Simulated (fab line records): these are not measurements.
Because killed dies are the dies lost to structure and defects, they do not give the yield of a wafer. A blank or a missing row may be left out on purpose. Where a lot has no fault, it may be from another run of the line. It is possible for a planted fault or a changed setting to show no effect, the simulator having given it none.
The tool behind it: which one? ; flow nand harc ; Sampling: 24 lots, 72 wafers, 6 of 1159 route steps

== WHAT THE GAUGES SHOWED, per wafer ==
NHARC_A_M1_OVL_MEAS_10: pitch 240 nm. Usual: overlay x nm 0.1 nm, standard deviation 0.93; overlay y nm 0.0 nm, standard deviation 0.82.
lot;measured;on;overlay x nm (nm);overlay y nm (nm);flag
L074;day 18 07:07;overlay-02;0.2 0.2 0.5;0.1 0.2 0.0;
L075;day 18 09:36;overlay-01;0.6 0.5 0.5;1.4 1.2 1.1;
L076;day 18 11:35;overlay-01;-0.3 -0.8 -0.4;-0.2 -0.3 0.1;
L077;day 18 15:02;overlay-02;-0.3 -0.4 -0.8;-1.1 -0.3 -0.5;
L081;day 18 23:20;overlay-01;0.3 -0.2 -0.1;1.2 0.6 1.0;
L078;day 19 02:56;overlay-01;0.2 0.4 -0.5;-1.1 -1.0 -1.0;
L079;day 19 03:44;overlay-02;-1.1 -0.7 -0.3;0.8 1.3 1.1;
L082;day 20 04:37;overlay-01;-1.0 -0.5 -1.5;-0.9 -1.5 -1.7;
L084;day 20 05:22;overlay-02;-0.4 -0.2 -0.5;0.0 -0.4 -0.4;
L080;day 20 09:41;overlay-02;1.6 1.5 1.3;-0.5 0.4 -0.1;
L083;day 21 01:47;overlay-02;0.1 -0.7 -0.1;0.9 0.8 1.1;
L085;day 21 10:37;overlay-02;0.0 0.2 0.6;0.5 0.6 -0.1;
L091;day 22 03:45;overlay-01;0.2 -0.2 -0.4;-0.5 -1.2 -1.0;
L087;day 22 04:31;overlay-02;2.7 2.8 2.5;0.6 0.5 1.3;
L086;day 22 06:14;overlay-02;-1.1 -1.2 -0.2;0.0 0.2 0.0;
L088;day 22 06:57;overlay-02;1.8 0.9 1.5;-0.9 -0.3 -1.2;
L089;day 22 11:53;overlay-02;0.3 0.5 0.2;1.0 1.6 1.6;
L090;day 22 19:05;overlay-01;-0.4 -0.4 -0.4;0.0 -0.4 0.1;
L092;day 22 19:30;overlay-02;-1.6 -1.4 -1.3;0.9 1.0 0.9;
L094;day 23 03:11;overlay-01;-0.8 -1.0 -0.5;0.0 -0.8 -0.3;
L096;day 23 04:15;overlay-01;-0.7 -1.0 -0.1;0.1 -0.4 -0.1;
L093;day 23 07:52;overlay-02;-0.5 -0.8 -0.3;1.0 0.5 1.0;
L095;day 23 18:55;overlay-01;0.9 0.7 1.1;-0.8 -0.2 -0.2;
L097;day 23 19:36;overlay-02;0.5 1.1 0.1;-0.7 -1.1 -0.6;

== EACH LOT AND THE TOOL THAT RAN IT (in order: tool; ch and the chambers of the sampled wafers; start) ==
lot;NHARC_A_CONTACT_ETCH_137;NHARC_A_CONTACT_ETCH_139;NHARC_A_BLC_ETCH_18;NHARC_A_M0_ETCH_15;NHARC_A_M0_DEGAS_28
L074;har cap etch-03 ch 0,1, day 17 08:39;har cap etch-03 ch 0,1, day 17 08:54;rie diel-10 ch 0,1,3, day 18 04:04 or earlier;rie diel-01 ch 0,2,3, day 18 04:04 or earlier;pvd sputter-03, day 18 04:04
L075;har cap etch-02 ch 0, day 17 16:13;har cap etch-02 ch 0, day 17 16:28;rie diel-10 ch 0,1,3, day 18 06:42 or earlier;rie diel-12 ch 0,2, day 18 06:42 or earlier;pvd sputter-02, day 18 06:42
L076;har cap etch-02 ch 0,1, day 17 21:55;har cap etch-02 ch 0,1, day 17 22:11;rie diel-02 ch 0,1,2, day 18 08:22 or earlier;rie diel-12 ch 2,3, day 18 08:22 or earlier;pvd sputter-01, day 18 08:22
L077;har cap etch-02 ch 0,1, day 18 01:17;har cap etch-02 ch 0,1, day 18 01:32;rie diel-10 ch 0,1,2, day 18 11:04 or earlier;rie diel-09 ch 0,1,2, day 18 11:04 or earlier;pvd sputter-03, day 18 11:04
L081;har cap etch-03 ch 0,1, day 18 08:08;har cap etch-03 ch 0,1, day 18 08:23;rie diel-10 ch 0,1, day 18 20:17 or earlier;rie diel-12 ch 0,1, day 18 20:17 or earlier;pvd sputter-03, day 18 20:17
L078;har cap etch-01 ch 0,1, day 18 12:10;har cap etch-01 ch 0,1, day 18 12:24;rie diel-10 ch 1,2,3, day 19 00:00 or earlier;rie diel-12 ch 0,2,3, day 19 00:00 or earlier;pvd sputter-03, day 19 00:00
L079;har cap etch-02 ch 0,1, day 18 15:19;har cap etch-02 ch 0,1, day 18 15:34;rie diel-02 ch 0,1, day 19 00:37 or earlier;rie diel-01 ch 0,2,3, day 19 00:37 or earlier;pvd sputter-01, day 19 00:37
L082;har cap etch-01 ch 0,1, day 19 13:50;har cap etch-01 ch 0,1, day 19 14:04;rie diel-02 ch 0,1,2, day 20 01:32 or earlier;rie diel-12 ch 0,1,3, day 20 01:32 or earlier;pvd sputter-01, day 20 01:32
L084;har cap etch-02 ch 0,1, day 19 14:40;har cap etch-02 ch 0,1, day 19 14:54;rie diel-10 ch 1,2,3, day 20 01:55 or earlier;rie diel-01 ch 1,3, day 20 01:55 or earlier;pvd sputter-01, day 20 01:55
L080;har cap etch-01 ch 0,1, day 19 21:47;har cap etch-01 ch 0,1, day 19 22:03;rie diel-10 ch 0,1,3, day 20 06:47 or earlier;rie diel-01 ch 1,2,3, day 20 06:47 or earlier;pvd sputter-02, day 20 06:47
L083;har cap etch-01 ch 0,1, day 20 06:02;har cap etch-01 ch 0,1, day 20 06:16;rie diel-02 ch 0,1,3, day 20 22:30 or earlier;rie diel-09 ch 0,2,3, day 20 22:30 or earlier;pvd sputter-01, day 20 22:30
L085;har cap etch-03 ch 0,1, day 20 08:45;har cap etch-03 ch 0,1, day 20 09:06;rie diel-10 ch 0,1,2, day 21 07:35 or earlier;rie diel-12 ch 0,1,2, day 21 07:35 or earlier;pvd sputter-01, day 21 07:35
L091;har cap etch-02 ch 0,1, day 21 09:31;har cap etch-02 ch 0,1, day 21 09:45;rie diel-10 ch 1,3, day 22 00:36 or earlier;rie diel-09 ch 1,2, day 22 00:36 or earlier;pvd sputter-03, day 22 00:36
L087;har cap etch-01 ch 0,1, day 21 10:40;har cap etch-01 ch 0,1, day 21 10:54;rie diel-02 ch 0,2,3, day 22 01:12 or earlier;rie diel-12 ch 0,2,3, day 22 01:12 or earlier;pvd sputter-02, day 22 01:12
L086;har cap etch-01 ch 0,1, day 21 15:14;har cap etch-01 ch 0,1, day 21 15:34;rie diel-10 ch 0,1,2, day 22 03:05 or earlier;rie diel-01 ch 0,1,3, day 22 03:05 or earlier;pvd sputter-02, day 22 03:05
L088;har cap etch-03 ch 0,1, day 21 16:55;har cap etch-03 ch 0,1, day 21 17:16;rie diel-02 ch 0,1,2, day 22 03:51 or earlier;rie diel-12 ch 1,2,3, day 22 03:51 or earlier;pvd sputter-02, day 22 03:51
L089;har cap etch-01 ch 0,1, day 21 20:07;har cap etch-01 ch 0,1, day 21 20:22;rie diel-10 ch 1,2,3, day 22 01:06;rie diel-12 ch 1,2,3, day 22 08:50 or earlier;pvd sputter-03, day 22 08:50
L090;har cap etch-03 ch 0,1, day 22 03:58;har cap etch-03 ch 0,1, day 22 04:17;rie diel-02 ch 1,2,3, day 22 15:43 or earlier;rie diel-12 ch 1,2,3, day 22 15:43 or earlier;pvd sputter-03, day 22 15:43
L092;har cap etch-02 ch 0, day 22 05:55;har cap etch-02 ch 0, day 22 06:10;rie diel-10 ch 1,2, day 22 16:27 or earlier;rie diel-01 ch 0,1, day 22 16:27 or earlier;pvd sputter-01, day 22 16:27
L094;har cap etch-02 ch 0,1, day 22 14:26;har cap etch-02 ch 0,1, day 22 14:41;rie diel-02 ch 0,1,3, day 23 00:05 or earlier;rie diel-09 ch 0,1,3, day 23 00:05 or earlier;pvd sputter-02, day 23 00:05
L096;har cap etch-01 ch 0,1, day 22 15:08;har cap etch-01 ch 0,1, day 22 15:22;rie diel-02 ch 0,3, day 23 01:19 or earlier;rie diel-01 ch 0,1, day 23 01:19 or earlier;pvd sputter-01, day 23 01:19
L093;har cap etch-02 ch 1, day 22 17:33;har cap etch-02 ch 1, day 22 17:49;rie diel-02 ch 0,2, day 23 04:21 or earlier;rie diel-12 ch 1,3, day 23 04:21 or earlier;pvd sputter-01, day 23 04:21
L095;har cap etch-01 ch 0,1, day 23 05:23;har cap etch-01 ch 0,1, day 23 05:38;rie diel-02 ch 0,1,2, day 23 16:01 or earlier;rie diel-09 ch 0,1,2, day 23 16:01 or earlier;pvd sputter-02, day 23 16:01
L097;har cap etch-03 ch 0,1, day 23 05:35;har cap etch-03 ch 0,1, day 23 05:51;rie diel-04 ch 1,2,3, day 23 16:29 or earlier;rie diel-09 ch 0,1, day 23 16:29 or earlier;pvd sputter-03, day 23 16:29
- NHARC_A_CONTACT_ETCH_137: etches the open film in C4F8/O2/Ar, time 132 s, target depth 1287 nm.
- NHARC_A_CONTACT_ETCH_139: etches the open film in C4F8/O2/Ar, time 137 s, target depth 590 nm.
- NHARC_A_BLC_ETCH_18: etches the open film in C4F8/O2/Ar, target depth 910 nm.
- NHARC_A_M0_ETCH_15: etches the open film in C4F8/Ar, target depth 150 nm, overetch 15 nm, time 82.5 s.
- NHARC_A_M0_DEGAS_28: time 60 s.

== WHAT THE TOOLS THEMSELVES READ (means of the sampled wafers that have a number; where no wafer has one, the mark that the record gives instead) ==
NHARC_A_CONTACT_ETCH_137. Usual: 0.999 a.u. for oes air line au, sd 0.018.
lot;tool;oes air line au (a.u.);flag
L074;har cap etch-03;0.989;
L075;har cap etch-02;1.010;
L076;har cap etch-02;0.999;
L077;har cap etch-02;1.006;
L081;har cap etch-03;0.987;
L078;har cap etch-01;1.013;
L079;har cap etch-02;1.011;
L082;har cap etch-01;1.023;
L084;har cap etch-02;1.006;
L080;har cap etch-01;1.008;
L083;har cap etch-01;1.008;
L085;har cap etch-03;0.990;
L091;har cap etch-02;0.994;
L087;har cap etch-01;1.000;
L086;har cap etch-01;0.992;
L088;har cap etch-03;1.018;
L089;har cap etch-01;1.001;
L090;har cap etch-03;0.987;
L092;har cap etch-02;1.018;
L094;har cap etch-02;1.006;
L096;har cap etch-01;1.000;
L093;har cap etch-02;1.019;
L095;har cap etch-01;0.964;
L097;har cap etch-03;1.002;

NHARC_A_CONTACT_ETCH_139. Usual: 1.002 a.u. for oes air line au, sd 0.022.
lot;tool;oes air line au (a.u.);flag
L074;har cap etch-03;0.978;
L075;har cap etch-02;1.000;
L076;har cap etch-02;1.030;
L077;har cap etch-02;1.003;
L081;har cap etch-03;1.008;
L078;har cap etch-01;0.978;
L079;har cap etch-02;0.996;
L082;har cap etch-01;1.018;
L084;har cap etch-02;0.982;
L080;har cap etch-01;1.020;
L083;har cap etch-01;1.012;
L085;har cap etch-03;0.994;
L091;har cap etch-02;1.000;
L087;har cap etch-01;1.015;
L086;har cap etch-01;0.967;
L088;har cap etch-03;1.026;
L089;har cap etch-01;1.020;
L090;har cap etch-03;0.993;
L092;har cap etch-02;1.028;
L094;har cap etch-02;0.980;
L096;har cap etch-01;0.993;
L093;har cap etch-02;0.983;
L095;har cap etch-01;1.009;
L097;har cap etch-03;0.995;

NHARC_A_BLC_ETCH_18. Usual: oes product au 0.950 a.u., standard deviation 0.026; rf vpp V 978 V, standard deviation 5.2.
lot;tool;oes product au (a.u.);rf vpp V (V);flag
L074;rie diel-10;0.974;977;
L075;rie diel-10;0.969;976;
L076;rie diel-02;0.927;983;
L077;rie diel-10;0.964;975;
L081;rie diel-10;0.969;976;
L078;rie diel-10;0.953;978;
L079;rie diel-02;0.930;981;
L082;rie diel-02;0.927;982;
L084;rie diel-10;0.926;977;
L080;rie diel-10;0.938;976;
L083;rie diel-02;0.940;979;
L085;rie diel-10;0.930;974;
L091;rie diel-10;0.921;979;
L087;rie diel-02;0.934;983;
L086;rie diel-10;0.913;973;
L088;rie diel-02;0.969;980;
L089;rie diel-10;0.993;978;
L090;rie diel-02;0.969;979;
L092;rie diel-10;0.963;978;
L094;rie diel-02;0.967;979;
L096;rie diel-02;0.970;983;
L093;rie diel-02;0.983;985;
L095;rie diel-02;0.925;982;
L097;rie diel-04;0.950;974;

NHARC_A_M0_ETCH_15. Usual: oes product au 0.941 a.u., standard deviation 0.023; rf vpp V 440.9 V, standard deviation 2.7.
lot;tool;oes product au (a.u.);rf vpp V (V);flag
L074;rie diel-01;0.925;442.7;
L075;rie diel-12;0.943;440.6;
L076;rie diel-12;0.937;438.2;
L077;rie diel-09;0.927;440.2;
L081;rie diel-12;0.963;441.1;
L078;rie diel-12;0.948;439.3;
L079;rie diel-01;0.919;442.3;
L082;rie diel-12;0.960;440.6;
L084;rie diel-01;0.917;442.0;
L080;rie diel-01;0.961;441.6;
L083;rie diel-09;0.980;443.4;
L085;rie diel-12;0.913;440.4;
L091;rie diel-09;0.970;438.7;
L087;rie diel-12;0.953;439.4;
L086;rie diel-01;0.953;441.0;
L088;rie diel-12;0.916;438.2;
L089;rie diel-12;0.901;439.5;
L090;rie diel-12;0.957;438.9;
L092;rie diel-01;0.970;443.6;
L094;rie diel-09;0.939;443.0;
L096;rie diel-01;0.940;442.9;
L093;rie diel-12;0.927;439.6;
L095;rie diel-09;0.924;440.2;
L097;rie diel-09;0.954;442.7;

NHARC_A_M0_DEGAS_28. Usual: 348 W for heater power w, sd 37.
lot;tool;heater power w (W);flag
L074;pvd sputter-03;318;
L075;pvd sputter-02;370;
L076;pvd sputter-01;327;
L077;pvd sputter-03;329;
L081;pvd sputter-03;331;
L078;pvd sputter-03;336;
L079;pvd sputter-01;341;
L082;pvd sputter-01;372;
L084;pvd sputter-01;336;
L080;pvd sputter-02;375;
L083;pvd sputter-01;342;
L085;pvd sputter-01;367;
L091;pvd sputter-03;320;
L087;pvd sputter-02;348;
L086;pvd sputter-02;350;
L088;pvd sputter-02;351;
L089;pvd sputter-03;307;
L090;pvd sputter-03;328;
L092;pvd sputter-01;381;
L094;pvd sputter-02;381;
L096;pvd sputter-01;368;
L093;pvd sputter-01;356;
L095;pvd sputter-02;376;
L097;pvd sputter-03;311;

== THE ANSWER, worked out from the rows above alone ==
Rule: take the mean of a lot's wafers that have a number; if it is more than 3 standard deviations from the usual mean, the lot is off. A lot without any number at a reading at which 4 lots or more have one is off too. Any other lot the step has rows for is counted as sound. The gauges are gone through in route order, then the tools' own readings, and for those a lot's mean is taken as printed above. The first step at which some lot is off is used, and at that step the reading that is off furthest; a lot without a number counts as furthest.
No lot is off on any of the readings shown, so nothing can be concluded from this.

== WHAT HAD BEEN PUT IN BY THE SIMULATOR ==
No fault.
